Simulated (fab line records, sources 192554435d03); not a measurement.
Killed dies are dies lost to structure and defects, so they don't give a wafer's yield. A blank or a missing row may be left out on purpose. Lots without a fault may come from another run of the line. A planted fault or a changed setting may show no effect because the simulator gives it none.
fab line records | flow n5_finfet
record lots=6 wafers=18 last_day=19
route steps=1938 shown BEOL_M4@1058 PASSIVATION@1936
lots that met no fault: from a run of the same line without faults
start_h: hours from the record's first day to the start of the lot's first wafer shown | wait_h: hours since the lot's step before | " the same as in the row above | L1.1+2: a row that stands for several wafers | - no value, or no start given | * or withheld: withheld | < > ~ a bound
route shown NAME@n: a module of which the file shows steps, and the number in the route of the first | usual: mean/standard deviation of fault-free wafers | same: alike in all rows | chamber/n: place in a boat | sites: the reading at each site | _std_site: their standard deviation | _edge_site: outer sites' mean less inner sites' | radius_mm: how far each site lies from the wafer's centre | mask NAME#n: copy n | behind: the tool/chamber that last shaped the wafer | hold: why the lot was held/for how many hours/how that ended | device: the transistor (n, p or np) that didn't switch | end of line: the same wafers' tests at the end of the route | a step without rows: its recipe alone | killed: dies lost to structure and defects at the first sort, not the wafer's yield | map: a wafer's dies, x killed, . not, _ none there
set.NAME: the setting as run; set.NAME@STEP: as run at that earlier step | model.NAME: the simulator's own value behind a step, which no gauge read
lots at some steps of the route; a table a step, a row a wafer
services: from which hour (start_h, from the record's first day; less than 0 if before it) a tool's chamber was out of use, for how many hours, and why
## steps
# step N5_BEOL_M4_INSPECT_30
# recipe mode=adi inspect_instrument=brightfield
# usual raw_defect_count=427/98
# columns lot.wafer tool chamber start_h wait_h raw_defect_count
L307.1 defect_inspect-02 - 215.18 0.1 335
L307.2 " - " " 349
L307.3 " - " " 386
L312.2 defect_inspect-01 - 244.93 0.0 315
L312.5 " - " " 478
L312.6 " - " " 313
L313.1 defect_inspect-02 - 250.57 0.1 340
L313.4 " - " " 310
L313.5 " - " " 326
L314.2 defect_inspect-01 - 262.99 0.0 380
L314.5 " - " " 397
L314.6 " - " " 425
L320.1 defect_inspect-01 - 304.96 0.1 571
L320.3 " - " " 573
L320.5 " - " " 522
L324.2 defect_inspect-02 - 334.65 0.0 329
L324.5 " - " " 385
L324.6 " - " " 343
# step N5_BEOL_M4_DESCUM_33
# recipe chemistry=O2 time_s=7 source_power_w=50 bias_power_w=20 pressure_mtorr=20 rf_frequency_hz=2.712e+07 temp_c=40 resist=CAR-EUV o2_flow_sccm=225
# step N5_BEOL_M4_ETCH_77
# recipe chemistry=N2/H2 target=underlayer target_depth_a=65 mask_material=CAR-EUV time_s=5.2 ion_energy_ev=200 pressure_mtorr=30 source_w=840 bias_w=150 n2_flow_sccm=200 h2_flow_sccm=200 ends=cleared
# step N5_BEOL_M4_ETCH_69
# recipe chemistry=CF4 target=SiARC target_depth_a=156 mask_material=CAR-EUV time_s=26 ion_energy_ev=80 pressure_mtorr=40 source_w=545 bias_w=36 Ar_flow_sccm=100 cf4_flow_sccm=100 ends=cleared
# step N5_BEOL_M4_ALD_98
# recipe material=SiO2 target_thk_a=25 temp_c=100 ald_precursor_family=BDEAS ald_co_reactant=O2-plasma pulse_time_s=1 co_reactant_pulse_time_s=1 purge_time_s=2 co_reactant_purge_time_s=2 ald_cycles=17 pressure_torr=2
# step N5_BEOL_M4_ETCHBACK_99
# recipe chemistry=CHF3 target=SiO2 target_depth_a=50 time_s=10.4 source_w=215 bias_w=47 Ar_flow_sccm=200 CHF3_flow_sccm=12 ion_energy_ev=100 pressure_mtorr=30
# step N5_BEOL_M4_ETCH_70
# recipe chemistry=N2/H2 target=SOC target_depth_a=800 overetch_a=240 mask_material=SiARC temp_c=40 time_s=130 ion_energy_ev=200 pressure_mtorr=30 source_w=840 bias_w=150 n2_flow_sccm=200 h2_flow_sccm=200
# step N5_BEOL_M4_STRIP_71
# recipe chemistry=N2/H2 temp_c=40 n2_flow_sccm=200 h2_flow_sccm=200 rf_frequency_hz=6e+07
# step N5_BEOL_M4_STRIP_78
# recipe chemistry=N2/H2 temp_c=40 n2_flow_sccm=200 h2_flow_sccm=200 rf_frequency_hz=6e+07
# step N5_BEOL_M4_VIA_ETCH_34
# recipe chemistry=C4F6/O2 target_depth_a=694 mask_material=SOC pressure_mtorr=15 ion_energy_ev=250 taper_deg=4 time_s=65.9 source_w=350 bias_w=170 Ar_flow_sccm=300 C4F6_flow_sccm=10 O2_flow_sccm=10
# step N5_BEOL_M4_STRIP_83
# recipe chemistry=C4F6/O2 resist=SiARC rf_frequency_hz=6e+07
# step N5_BEOL_M4_STRIP_36
# recipe chemistry=N2/H2 power_w=450 temp_c=40 pressure_mtorr=20 rf_frequency_hz=6e+07 overash_fraction=0.3 bias_power_w=7 h2_frac=0.5 n2_flow_sccm=200 h2_flow_sccm=200
# step N5_BEOL_M4_TRENCH_ETCH_37
# recipe chemistry=C4F6/O2 target_depth_a=555.55 target=SiOC time_s=29.2 ion_energy_ev=250 pressure_mtorr=30 source_w=355 bias_w=185 Ar_flow_sccm=300 C4F6_flow_sccm=10 O2_flow_sccm=10
# usual drypump_motor_current_A=5.9/0.51 oes_product_au=0.79/0.069 rf_vpp_V=659/12 showerhead_plenum_p_Torr=2.80/0.11 throttle_valve_pct=20.84/0.21
# columns lot.wafer tool chamber start_h wait_h drypump_motor_current_A oes_product_au rf_hours_counter_h rf_vpp_V showerhead_plenum_p_Torr throttle_valve_pct
L307.1 rie_diel-01 1 238.35 - 6.5 0.82 67 650 2.77 20.50
L307.2 " 0 " " 6.2 0.74 162 646 2.73 20.97
L307.3 " 3 " " 5.1 0.74 182 659 2.60 20.62
L312.2 rie_diel-01 1 271.84 - 6.4 0.81 79 648 2.77 20.50
L312.5 " 2 " " 5.4 0.68 - 682 2.93 21.02
L312.6 " 3 " " 5.1 0.73 - 660 2.59 20.63
L313.1 rie_diel-03 0 277.12 - 6.0 0.80 101 662 2.76 20.97
L313.4 " 0 " " 6.0 0.80 - 665 2.76 20.95
L313.5 " 2 " " 6.7 0.81 - 643 2.89 21.15
L314.2 rie_diel-01 0 287.60 - 6.2 0.73 177 644 2.72 21.00
L314.5 " 1 " " 6.4 0.79 - 647 2.77 20.51
L314.6 " 2 " " 5.4 0.68 - 681 2.92 21.03
L320.1 rie_diel-03 0 309.97 - 6.0 0.79 109 662 2.76 20.95
L320.3 " 2 " " 6.7 0.80 96 645 2.89 21.16
L320.5 " 3 " " 5.6 0.92 - 684 2.92 21.06
L324.2 rie_diel-05 0 338.26 - 5.3 0.79 98 650 2.90 20.99
L324.5 " 2 " " 5.7 0.73 - 664 2.91 20.99
L324.6 " 1 " " 6.2 0.86 - 662 2.78 20.75
# step N5_BEOL_M4_ETCH_41
# recipe chemistry=CH3F/O2 target=SiCN target_depth_a=299 taper_deg=2 time_s=52.5 ion_energy_ev=120 mask_material=TiN pressure_mtorr=30 source_w=395 bias_w=75 Ar_flow_sccm=150 CH3F_flow_sccm=30 O2_flow_sccm=20
# step N5_BEOL_M4_STRIP_97
# recipe chemistry=N2/H2 time_s=10 power_w=450 temp_c=40 pressure_mtorr=20 rf_frequency_hz=6e+07 bias_power_w=7 n2_flow_sccm=200 h2_flow_sccm=200
# step N5_BEOL_M4_OCD_MEAS_38
# usual trench_depth_nm=55.2/1
# columns lot.wafer tool chamber start_h wait_h trench_depth_nm
L307.1 ocd-01 - 238.51 - 57.4
L307.2 " - " " 53.7
L307.3 " - " " 54.8
L312.2 ocd-01 - 271.99 - 56.7
L312.5 " - " " 54.9
L312.6 " - " " 54.5
L313.1 ocd-02 - 277.27 - 54.6
L313.4 " - " " 54.8
L313.5 " - " " 56.3
L314.2 ocd-02 - 287.75 - 53.5
L314.5 " - " " 55.6
L314.6 " - " " 53.5
L320.1 ocd-01 - 310.12 - 55.1
L320.3 " - " " 56.3
L320.5 " - " " 55.7
L324.2 ocd-01 - 338.42 - 54.7
L324.5 " - " " 56.6
L324.6 " - " " 55.9
# step N5_BEOL_M4_HM_STRIP_39
# recipe chemistry=peroxide_tin_strip material=TiN target_depth_a=250 temp_c=50 time_s=158
# step N5_BEOL_M4_SRD_40
# recipe time_s=30 temp_c=23 rinse_liquid=diw dry=ipa_marangoni
# step N5_BEOL_M4_PRECLEAN_42
# recipe chemistry=residue_remover time_s=60 temp_c=40
# step N5_BEOL_M4_SRD_43
# recipe time_s=30 temp_c=23 rinse_liquid=diw dry=ipa_marangoni
# step N5_BEOL_M4_CD_MEAS_35
# recipe target_cd_nm=18 target_cd_y_nm=22.4 polarity=opening
# usual cd_nm=18.1/0.35
# columns lot.wafer tool chamber start_h wait_h cd_nm
L307.1 cd_sem-03 - 238.67 0.0 18.2
L307.2 " - " " 17.8
L307.3 " - " " 17.7
L312.2 cd_sem-03 - 272.14 0.0 17.9
L312.5 " - " " 18.3
L312.6 " - " " 18.0
L313.1 cd_sem-02 - 277.44 0.0 18.2
L313.4 " - " " 17.7
L313.5 " - " " 18.6
L314.2 cd_sem-03 - 287.91 0.0 17.8
L314.5 " - " " 17.8
L314.6 " - " " 18.6
L320.1 cd_sem-02 - 310.28 0.0 18.4
L320.3 " - " " 18.6
L320.5 " - " " 18.0
L324.2 cd_sem-01 - 338.57 0.0 18.3
L324.5 " - " " 18.5
L324.6 " - " " 17.7
# step N5_BEOL_M4_DEGAS_44
# recipe ambient=vacuum temp_c=250 time_s=60
# step N5_BEOL_M4_PRE_CLEAN_45
# recipe gas=H2/He time_s=30 temp_c=250
# usual heater_power_w=323/27
# columns lot.wafer tool chamber start_h wait_h heater_power_w
L307.1 pvd_sputter-02 - 238.75 0.0 314
L307.2 " - " " 321
L307.3 " - " " 297
L312.2 pvd_sputter-03 - 272.58 0.0 332
L312.5 " - " " 308
L312.6 " - " " 346
L313.1 pvd_sputter-03 - 277.52 0.0 286
L313.4 " - " " 340
L313.5 " - " " 291
L314.2 pvd_sputter-02 - 288.17 0.0 284
L314.5 " - " " 313
L314.6 " - " " 291
L320.1 pvd_sputter-02 - 310.70 0.0 317
L320.3 " - " " 330
L320.5 " - " " 301
L324.2 pvd_sputter-03 - 338.90 0.0 382
L324.5 " - " " 369
L324.6 " - " " 292
# step N5_BEOL_M4_ALD_84
# recipe material=TaN target_thk_a=* temp_c=275 ald_precursor_family=PDMAT ald_co_reactant=NH3 pressure_torr=3 carrier_flow_sccm=1500 pulse_time_s=2 purge_time_s=3 co_reactant_purge_time_s=2 co_reactant_pulse_time_s=3 ald_cycles=30 precursor_vessel_temp_c=75 precursor_vessel_pressure_torr=26.25 precursor_vessel_carrier_sccm=1000
# step N5_BEOL_M4_SURFACE_TREAT_85
# recipe gas=Ar time_s=* ion_energy_ev=* ion_current_ma_cm2=0.5 pressure_mtorr=* ar_flow_sccm=30
# step N5_BEOL_M4_CVD_47
# recipe material=Co target_thk_a=30 temp_c=withheld precursor=CCTBA/H2 pressure_torr=30 time_s=223.8
# step N5_BEOL_M4_SPUTTER_48
# recipe material=Cu target_thk_a=45 temp_c=-20 chamber_pressure_pa=0.07 power_w=withheld time_s=8.29
# step N5_BEOL_M4_ANNEAL_49
# recipe temp_c=400 time_s=240 ambient=vacuum
# step N5_BEOL_M4_SPUTTER_79
# recipe material=Cu target_thk_a=45 temp_c=-20 chamber_pressure_pa=0.07 power_w=withheld time_s=8.29
# step N5_BEOL_M4_ANNEAL_80
# recipe temp_c=400 time_s=240 ambient=vacuum
# step N5_BEOL_M4_SPUTTER_81
# recipe material=Cu target_thk_a=45 temp_c=-20 chamber_pressure_pa=0.07 power_w=withheld time_s=8.29
# step N5_BEOL_M4_ANNEAL_82
# recipe temp_c=400 time_s=240 ambient=vacuum
# step N5_BEOL_M4_SPUTTER_86
# recipe material=Cu target_thk_a=45 temp_c=-20 chamber_pressure_pa=0.07 power_w=withheld time_s=8.29
# usual chuck_gas_flow_sccm=1.26/0.048 throttle_valve_pct=30.2/0.74
# columns lot.wafer tool chamber start_h wait_h chuck_gas_flow_sccm throttle_valve_pct
L307.1 pvd_sputter-02 - 241.78 0.1 1.27 29.1
L307.2 " - " " 1.24 30.6
L307.3 " - " " 1.27 30.3
L312.2 pvd_sputter-03 - 274.11 0.1 1.26 31.0
L312.5 " - " " 1.22 29.6
L312.6 " - " " 1.30 30.9
L313.1 pvd_sputter-01 - 279.71 0.1 1.33 29.5
L313.4 " - " " 1.27 30.6
L313.5 " - " " 1.22 31.2
L314.2 pvd_sputter-01 - 289.37 0.1 1.26 29.5
L314.5 " - " " 1.25 29.3
L314.6 " - " " 1.29 29.2
L320.1 pvd_sputter-01 - 313.60 0.1 1.31 31.0
L320.3 " - " " 1.26 31.3
L320.5 " - " " 1.36 29.3
L324.2 pvd_sputter-01 - 340.11 0.1 1.25 31.3
L324.5 " - " " 1.16 29.4
L324.6 " - " " 1.31 29.2
# step N5_BEOL_M4_ANNEAL_87
# recipe temp_c=400 time_s=240 ambient=vacuum
# step N5_BEOL_M4_SPUTTER_88
# recipe material=Cu target_thk_a=45 temp_c=-20 chamber_pressure_pa=0.07 power_w=withheld time_s=8.29
# usual chuck_gas_flow_sccm=1.26/0.054 throttle_valve_pct=30.2/0.76
# columns lot.wafer tool chamber start_h wait_h chuck_gas_flow_sccm throttle_valve_pct
L307.1 pvd_sputter-02 - 242.00 0.1 1.26 29.2
L307.2 " - " " 1.27 30.8
L307.3 " - " " 1.39 30.4
L312.2 pvd_sputter-03 - 274.33 0.1 1.28 31.3
L312.5 " - " " 1.21 29.3
L312.6 " - " " 1.26 30.8
L313.1 pvd_sputter-01 - 279.93 0.1 1.26 29.0
L313.4 " - " " 1.21 30.7
L313.5 " - " " 1.26 31.2
L314.2 pvd_sputter-01 - 289.59 0.1 1.32 29.6
L314.5 " - " " 1.30 29.4
L314.6 " - " " 1.33 29.1
L320.1 pvd_sputter-01 - 313.82 0.1 1.24 30.7
L320.3 " - " " 1.29 31.2
L320.5 " - " " 1.22 29.6
L324.2 pvd_sputter-01 - 340.33 0.1 1.27 31.2
L324.5 " - " " 1.31 29.4
L324.6 " - " " 1.34 29.3
# step N5_BEOL_M4_ANNEAL_89
# recipe temp_c=400 time_s=240 ambient=vacuum
# step N5_BEOL_M4_SPUTTER_90
# recipe material=Cu target_thk_a=45 temp_c=-20 chamber_pressure_pa=0.07 power_w=withheld time_s=8.29
# step N5_BEOL_M4_ANNEAL_91
# recipe temp_c=400 time_s=240 ambient=vacuum
# usual heater_power_w=813/65
# columns lot.wafer tool chamber start_h wait_h heater_power_w
L307.1 pvd_sputter-02 - 242.30 0.0 739
L307.2 " - " " 805
L307.3 " - " " 784
L312.2 pvd_sputter-03 - 274.63 0.0 702
L312.5 " - " " 938
L312.6 " - " " 715
L313.1 pvd_sputter-01 - 280.23 0.0 740
L313.4 " - " " 806
L313.5 " - " " 882
L314.2 pvd_sputter-01 - 289.89 0.0 862
L314.5 " - " " 872
L314.6 " - " " 754
L320.1 pvd_sputter-01 - 314.12 0.0 824
L320.3 " - " " 877
L320.5 " - " " 861
L324.2 pvd_sputter-01 - 340.63 0.0 898
L324.5 " - " " 857
L324.6 " - " " 775
# step N5_BEOL_M4_SPUTTER_92
# recipe material=Cu target_thk_a=45 temp_c=-20 chamber_pressure_pa=0.07 power_w=withheld time_s=8.29
# usual chuck_gas_flow_sccm=1.26/0.052 throttle_valve_pct=30.2/0.75
# columns lot.wafer tool chamber start_h wait_h chuck_gas_flow_sccm throttle_valve_pct
L307.1 pvd_sputter-02 - 242.44 0.1 1.25 29.0
L307.2 " - " " 1.26 30.7
L307.3 " - " " 1.33 30.6
L312.2 pvd_sputter-03 - 274.77 0.1 1.16 30.9
L312.5 " - " " 1.24 29.5
L312.6 " - " " 1.30 31.2
L313.1 pvd_sputter-01 - 280.37 0.1 1.26 29.2
L313.4 " - " " 1.27 30.9
L313.5 " - " " 1.36 31.0
L314.2 pvd_sputter-01 - 290.03 0.1 1.30 29.1
L314.5 " - " " 1.19 29.5
L314.6 " - " " 1.20 29.3
L320.1 pvd_sputter-01 - 314.26 0.1 1.18 30.9
L320.3 " - " " 1.24 31.1
L320.5 " - " " 1.34 29.5
L324.2 pvd_sputter-01 - 340.77 0.1 1.27 31.3
L324.5 " - " " 1.29 29.6
L324.6 " - " " 1.26 29.3
# step N5_BEOL_M4_ANNEAL_93
# recipe temp_c=400 time_s=240 ambient=vacuum
# step N5_BEOL_M4_SPUTTER_94
# recipe material=Cu target_thk_a=45 temp_c=-20 chamber_pressure_pa=0.07 power_w=withheld time_s=8.29
# step N5_BEOL_M4_ANNEAL_95
# recipe temp_c=400 time_s=240 ambient=vacuum
# step N5_PASSIVATION_PROBE_49
# usual defect_limited_yield=90.9/1.4 killed_at_M0_to_M3=38/11 killed_at_M4_up=13/5.9 killed_at_contacts=14/6.4 killed_at_front_end=38/11 killed_at_other=3.3/2.5 killed_dies=107/16 killed_open=70/12 killed_short=35/7.7 sort_bin_5_function=5.3/0.94 sort_bin_6_memory=3.5/0.7 sort_n_pass=1073/16 sort_yield_pct=90.9/1.4
# same gross_dies=1180 killed_at_back_side=0 sort_bin_4_leakage[%]=0 sort_bin_8_speed[%]=0
# columns lot.wafer tool chamber start_h wait_h defect_limited_yield[%] killed_at_M0_to_M3 killed_at_M4_up killed_at_contacts killed_at_front_end killed_at_other killed_dies killed_open killed_short sort_bin_5_function[%] sort_bin_6_memory[%] sort_n_pass sort_yield_pct[%]
L312.2 prober-01 - 395.17 0.1 78.6 40 164 8 35 5 252 70 29 12.2 5.5 928 78.6
L314.5 prober-02 - 406.86 0.2 80.3 40 158 6 26 3 233 54 28 11.9 4.6 947 80.3
# killed by level:class
L312.2 BEOL_M4:unspecified=152 BEOL_M2:geometric_particle:open=14 MOL_CONTACT_COAG:geometric_particle:open=8 BEOL_M0_SAQP:geometric_particle:open=7 FIN_SAQP:geometric_particle:short=6 STI_FIN_REVEAL:geometric_particle:open=6 BEOL_M1:geometric_particle:open=5 FIN_SAQP:geometric_particle:open=4
L314.5 BEOL_M4:unspecified=148 BEOL_M0_SAQP:geometric_particle:short=9 BEOL_M0_SAQP:geometric_particle:open=8 BEOL_M2:geometric_particle:open=8 STI_FIN_REVEAL:geometric_particle:open=7 BEOL_M3:geometric_particle:open=6 MOL_CONTACT_COAG:geometric_particle:open=5 FIN_SAQP:geometric_particle:open=4
# map L312.2 (x killed, . not)
_________________............________________
______________...x.............._____________
___________.x..xx...............x..__________
__________.............x............_________
________.x.......x...........x...x...._______
_______.x....x.......................x.______
______.............x......x...xx........_____
_____...x.....x.........xx...........x..x____
____.......x.x....x..x...............x....___
___...............x...........x...........x__
___.........x.............x......x....x....__
__..x.x................x...................._
__.............x....x...........x.x........x_
_.............x...x.......x.x..x.xxx..x......
_.x...x......................xxxxxxxxxxx....x
_.......x....x...............xxxxxxxxxx.xx...
_....x.....................x.xxxxxxxxxx..xxx.
_..x...x.....x...........x.xxxxxxxxxxxxx..x..
_.x.x...x..x...x...........xxxxxxxxxxxxxxx...
_.....x....................xxxxxxxxxxxxxxxx..
_...............x..........xxxxxxxxxxxxxxxx..
__...x...x......x.x.x..x..xxxxxxxxxxxxxxx.xx_
__..x......x...............xxxxxxxxxxxxx...._
___.................x.x.....x.xxxxxxxx.....__
___......x.x.................xx...xx.x.xx..__
____..........................x..xxxx.x...___
_____.x...................x..............____
______.....xx................x.........x_____
_______..x........x................x...______
________.........xx..................._______
__________......x.x...x..........x.._________
___________.....x...x....x......x..__________
______________..x..............._____________
_________________..x.........________________
# map L314.5 (x killed, . not)
_________________..x.........________________
______________...x.............._____________
___________x..............x........__________
__________......................xx.._________
________.............x................_______
_______............x.x...x......x......______
______...........................x......_____
_____.x....................x.x.x..x......____
____.................x....................___
___.............x.....x..xx.......x........__
___...............x....................x.x.__
__.........x...x..............x............._
__...x.x.........................x.....x...._
_..x.............x............x..x.xx..x..x..
_............................xx...xxxxxxxxx..
_x..................x.......xxxxxxxxxxx.xx...
_..x.............x.......xx.xxxxxxxxxxx......
_............x......x..x.xxxxxxxxxxxxxxxx....
_..........x...............xxxxxxxxxxxxxxx...
_.........................xxxxxxxxxxxxxxx.xx.
_......xx..................xxxxxxxxxxxxxxx...
__...............x.x.......xx.xxxxxxxxxxxxx._
__x........................xxxxxxxxxxxxx...._
___............x..x..........xxxxxxxxxxx...__
___x..........x.............x.xxxxxxxx.xxx.__
____.......x...x.x.........x.....x...xx.x.___
_____...x..x.....................x.......____
______..........x..............x....x..._____
_______...............x................______
________....x...................x....._______
__________..................x......x_________
___________.x............x..x......__________
______________.........x....x..._____________
_________________............________________
## services
# columns tool chamber start_h hours kind
rie_diel-03 3 227.88 - clean
rie_diel-03 3 227.88 - consumable_replace:focus_ring
rie_diel-03 3 227.88 18.7 scheduled_down
rie_diel-03 3 227.88 18.7 vent_cycle
rie_diel-05 2 229.83 7.1 repair
pvd_sputter-01 - 237.91 1.1 repair
rie_diel-03 - 322.81 14.6 pm
rie_diel-01 2 329.64 - clean
rie_diel-01 2 329.64 - consumable_replace:focus_ring
rie_diel-01 2 329.64 14.3 scheduled_down
rie_diel-01 2 329.64 14.3 vent_cycle
## key
first_sign step=N5_PASSIVATION_PROBE_49 reading=killed_at_M4_up direction=up sigmas=25 usual=13 struck=161
effect step=N5_PASSIVATION_PROBE_49 reading=defect_limited_yield direction=down sigmas=8.3 usual=90.9 struck=79.4
more_kills_born_at N5_BEOL_M4_TRENCH_ETCH_37@rie_diel-01=300
met_at N5_BEOL_M4_TRENCH_ETCH_37
struck_wafers L312.2,L314.5
onset_between 238.35 271.84
fault kind=chamber_particle_source tool=rie_diel-01 chamber=1 onset_h=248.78 steps=N5_BEOL_M4_TRENCH_ETCH_37 rate_per_visit_cm2=1.6109 end_h=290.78
